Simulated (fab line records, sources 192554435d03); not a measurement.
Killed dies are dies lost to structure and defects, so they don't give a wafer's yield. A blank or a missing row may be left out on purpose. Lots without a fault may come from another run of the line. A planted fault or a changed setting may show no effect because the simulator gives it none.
One fault seen from 2 desks | flow n5_finfet | each desk has only its own numbers; what lay behind them comes last

THE METROLOGY DESK
What the gauges read, lot by lot, whatever tool the lot ran on: means of the sampled wafers that have a number. A lot is out of limits, marked OUT, if its mean lies more than 4 standard deviations from the usual mean; the brackets give that distance. Of its 11 readings 7 are shown: the one that was out of limits first, and those that lie furthest out on some lot.
Columns: A = cd_nm at N5_SD_EPI_N_CD_MEAS_09, usual 120.1 nm; B = DIBL_N at N5_BEOL_M4_RC_MEAS_101, usual 37.0 mV/V; C = IOFF_N at N5_BEOL_M4_RC_MEAS_101, usual 0.17 nA/um; D = IOFF_P at N5_BEOL_M4_RC_MEAS_101, usual 0.23 nA/um; E = ION_N at N5_BEOL_M4_RC_MEAS_101, usual 675 uA/um; F = SS_P at N5_BEOL_M4_RC_MEAS_101, usual 73.6 mV/dec; G = VT_P at N5_BEOL_M4_RC_MEAS_101, usual -250 mV
lot  | first seen here | A                | B    | C    | D    | E   | F    | G
L589 | day 2 23:23     | 120.6            | 40.4 | 0.25 | 0.31 | 689 | 74.9 | -247
L590 | day 3 07:20     | 120.5            | 37.9 | 0.20 | 0.24 | 677 | 74.9 | -249
L592 | day 3 22:15     | 119.6            | 38.3 | 0.20 | 0.22 | 684 | 74.0 | -251
L593 | day 4 00:12     | 120.0            | 36.6 | 0.16 | 0.24 | 677 | 73.4 | -248
L595 | day 4 15:31     | 119.4            | 37.7 | 0.20 | 0.24 | 693 | 73.9 | -252
L596 | day 4 20:23     | 119.8            | 38.3 | 0.20 | 0.21 | 684 | 74.4 | -255
L601 | day 6 00:44     | 115.4 (-6.4) OUT | 36.5 | 0.19 | 0.26 | 678 | 73.5 | -247
L604 | day 6 21:50     | 115.7 (-6.0) OUT | 37.8 | 0.17 | 0.23 | 676 | 73.4 | -250
L611 | day 8 12:16     | 120.0            | 37.8 | 0.19 | 0.27 | 681 | 73.9 | -247
This desk's finding: out of limits on L601, L604; first on L601, day 6 00:44 (cd_nm at N5_SD_EPI_N_CD_MEAS_09). In limits: L589, L590, L592, L593, L595, L596, L611.

THE TOOL OWNER'S DESK: litho_track-03
The tool's own readings at N5_SD_EPI_N_PEB_07 (peb time 60 s): means of the sampled wafers that have a number, for each lot that ran on this tool. A lot is out of limits, marked OUT, if its mean lies more than 4 standard deviations from the usual mean; the brackets give that distance.
Columns: A = heater_power_total_W at N5_SD_EPI_N_PEB_07, usual 175.6 W; B = plate_temp_C at N5_SD_EPI_N_PEB_07, usual 109.98 C
lot  | first seen here | A     | B
L589 | day 2 23:20     | 175.7 | 110.10
L590 | day 3 07:17     | 176.3 | 110.00
L592 | day 3 22:11     | 175.7 | 110.04
L601 | day 6 00:40     | 170.6 | 108.19 (-16) OUT
L604 | day 6 21:46     | 171.2 | 108.38 (-15) OUT
This desk's finding: out of limits on L601, L604; first on L601, day 6 00:40 (plate_temp_C at N5_SD_EPI_N_PEB_07). In limits: L589, L590, L592.

PUT TOGETHER
The tool owner's desk could have raised an alarm at day 6 00:40, on L601, L604.
The metrology desk could have raised an alarm at day 6 00:44, on L601, L604.
Of the lots named, all ran N5_SD_EPI_N_PEB_07 on litho_track-03.

WHAT THE SIMULATOR HAD PUT IN
Process parameter drift: litho_track-03, from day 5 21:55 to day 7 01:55, at N5_SD_EPI_N_PEB_07. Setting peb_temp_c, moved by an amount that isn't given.
Lots struck among those shown: L601, L604.
Hours from the fault's start to each desk's first reading out of limits: the tool owner's desk, 3; the metrology desk, 3.
